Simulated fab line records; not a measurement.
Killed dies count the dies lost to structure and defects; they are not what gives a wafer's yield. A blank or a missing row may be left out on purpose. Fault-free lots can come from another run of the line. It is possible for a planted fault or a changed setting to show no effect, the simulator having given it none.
Chamber matching ; flow n5-finfet ; 3 sister chambers for N5_HKMG_FIN_CVD_62 on thermal-cvd-si-01
The step deposits a-Si from Si2H6, target thk 3 nm, time 20.8 s. 3 wafers are shown with their chamber, then 12 later ones without.

WAFERS, EACH WITH ITS CHAMBER
wafer;chamber;heater-power-w (W)
L087.3;2;1198
L089.4;0;1891
L089.5;1;1197

WAFERS WITH NO CHAMBER GIVEN
wafer;heater-power-w (W)
L091.3;1863
L091.5;1874
L091.6;1195
L092.1;1204
L092.2;1173
L092.3;1912
L095.1;1918
L095.3;1162
L095.6;1176
L097.1;1167
L097.3;1924
L097.6;1903

WHICH CHAMBER EACH ONE RAN IN
wafer;from the rows above;in truth
L091.3;0;0
L091.5;0;0
L091.6;can't be placed: 1 or 2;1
L092.1;can't be placed: 2 or 1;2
L092.2;can't be placed: 1 or 2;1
L092.3;0;0
L095.1;0;0
L095.3;can't be placed: 1 or 2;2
L095.6;can't be placed: 1 or 2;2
L097.1;can't be placed: 1 or 2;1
L097.3;0;0
L097.6;0;0
Correctly placed: 6 of 12. From these rows, 6 cannot be placed; in 6 the true chamber is one of the candidates. Placed wrongly: 0.
How it was worked out, from the rows above alone: a wafer's distance from a chamber is the root of the sum, over the readings, of the square of ((its reading less the chamber's mean) divided by the reading's scatter). If the next closest chamber is less than 2 further off than the closest, the wafer can't be placed; otherwise it belongs to the closest. A chamber's mean is the mean of its shown wafers. The scatter: with one shown wafer a chamber, the root of the mean of the squares of how far each hidden wafer lies from its nearest shown one.
